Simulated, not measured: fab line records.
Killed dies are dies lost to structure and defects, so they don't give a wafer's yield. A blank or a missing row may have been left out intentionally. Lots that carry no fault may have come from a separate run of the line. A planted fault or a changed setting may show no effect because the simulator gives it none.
Chamber matching | flow n5 finfet | 4 sister chambers for N5_SDB_ETCH_17 on rie diel-03
The step etches SiARC in CF4, target depth 23.4 nm, time 39 s. 18 wafers are shown with their chamber, then 9 later ones without.

## WAFERS WITH THEIR CHAMBER
wafer  | chamber | drypump motor current A (A) | showerhead plenum p Torr (Torr) | oes product au (a.u.)
L075.1 | 3       | 5.6                         | 2.26                            | 0.74
L075.3 | 0       | 5.5                         | 2.04                            | 0.60
L075.6 | 3       | 5.6                         | 2.26                            | 0.74
L076.1 | 0       | 5.5                         | 2.03                            | 0.59
L076.2 | 3       | 5.6                         | 2.26                            | 0.74
L076.3 | 1       | 6.7                         | 2.11                            | 0.59
L079.1 | 3       | 5.6                         | 2.26                            | 0.74
L079.4 | 2       | 5.9                         | 2.10                            | 0.81
L079.6 | 3       | 5.6                         | 2.26                            | 0.73
L082.1 | 3       | 5.6                         | 2.25                            | 0.73
L082.2 | 2       | 5.9                         | 2.10                            | 0.78
L082.4 | 1       | 6.7                         | 2.11                            | 0.84
L083.1 | 2       | 5.9                         | 2.10                            | 0.77
L083.3 | 0       | 5.5                         | 2.03                            | 0.58
L083.6 | 1       | 6.8                         | 2.10                            | 0.82
L089.1 | 0       | 5.5                         | 2.03                            | 0.58
L089.3 | 1       | 6.8                         | 2.10                            | 0.81
L089.5 | 0       | 5.5                         | 2.03                            | 0.58

SIGNATURES (means of the wafers above)
reading                  | chamber 0 | chamber 1 | chamber 2 | chamber 3 | scatter within a chamber
drypump motor current A  | 5.500     | 6.750     | 5.900     | 5.600     | 0.0267
showerhead plenum p Torr | 2.0320    | 2.1050    | 2.1000    | 2.2583    | 0.00434
oes product au           | 0.5860    | 0.7650    | 0.7867    | 0.7367    | 0.0552
Rule: a wafer's distance from a chamber is the root of the sum, over the readings, of the square of ((its reading less the chamber's mean) divided by the reading's scatter). The wafer belongs to the nearest chamber; if the next one is less than 2 further off, it can't be placed. The scatter: the root of (the sum of the squares of (reading less its chamber's mean) over the shown wafers, divided by (wafers less chambers)).

## WAFERS WITH NO CHAMBER GIVEN
wafer  | drypump motor current A (A) | showerhead plenum p Torr (Torr) | oes product au (a.u.)
L090.3 | 5.6                         | 2.25                            | 0.72
L090.4 | 5.5                         | 2.03                            | 0.58
L090.6 | 6.7                         | 2.10                            | 0.81
L091.1 | 6.7                         | 2.10                            | 0.80
L091.3 | 5.9                         | 2.10                            | 0.76
L091.5 | 6.8                         | 2.10                            | 0.79
L097.2 | 6.7                         | 2.10                            | 0.77
L097.3 | 5.6                         | 2.24                            | 0.69
L097.6 | 6.8                         | 2.10                            | 0.78

## EACH ONE'S CHAMBER
wafer  | from the rows above | in truth
L090.3 | 3                   | 3
L090.4 | 0                   | 0
L090.6 | 1                   | 1
L091.1 | 1                   | 1
L091.3 | 2                   | 2
L091.5 | 1                   | 1
L097.2 | 1                   | 1
L097.3 | 3                   | 3
L097.6 | 1                   | 1
Correct placement for 9 of the 9. Not placeable from these rows: 0. Placed wrongly: 0.
